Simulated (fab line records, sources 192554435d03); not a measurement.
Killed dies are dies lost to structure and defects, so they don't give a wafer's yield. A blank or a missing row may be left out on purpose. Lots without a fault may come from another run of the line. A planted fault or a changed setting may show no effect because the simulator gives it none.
Which tool did it? | flow n5_finfet | 12 lots, 36 wafers sampled, at 1 step of a route of 1938

WHAT THE GAUGES READ, wafer by wafer
N5_MOL_CONTACT_COAG_CD_MEAS_84: target cd 25.1 nm.
lot  | measured     | on        | cd_nm (nm)
L075 | day 5 13:10  | cd_sem-03 | 24.95 24.89 24.67
L078 | day 6 02:13  | cd_sem-03 | 24.98 25.02 25.14
L079 | day 6 10:47  | cd_sem-03 | 25.56 24.85 24.95
L081 | day 6 23:02  | cd_sem-03 | 25.12 24.76 25.05
L083 | day 7 13:53  | cd_sem-01 | 24.91 25.26 25.07
L085 | day 8 07:53  | cd_sem-01 | 25.26 25.09 25.31
L087 | day 8 15:10  | cd_sem-02 | 24.88 24.63 24.67
L089 | day 9 05:35  | cd_sem-03 | 24.66 24.98 25.76
L092 | day 9 12:05  | cd_sem-01 | 24.77 24.98 25.05
L093 | day 10 02:23 | cd_sem-01 | 25.19 25.08 24.90
L095 | day 10 09:26 | cd_sem-02 | 25.28 25.10 24.81
L097 | day 11 00:07 | cd_sem-02 | 25.27 24.70 24.91

WHICH TOOL RAN EACH LOT (tool, then ch and the chambers of the sampled wafers, then the start)
The record holds no process step before these readings.

THE ANSWER, worked out from the rows above alone
Rule: what is usual is taken from the lots themselves. Put in order of their means at a reading, lots are off if they are a third of the lots or fewer, leave a main group of 4 or more, and stand apart from it by a gap of 3 or more times the standard deviation of the main group's means; of several such gaps the widest counts. A main group whose means are all the same, to the digits that the tables above print for the reading, isn't used. A lot without any number at a reading at which 4 lots or more have one is off too. The other lots that the step has rows for count as sound.
No lot is off at any reading shown: from this, nothing can be told.

WHAT THE SIMULATOR HAD PUT IN
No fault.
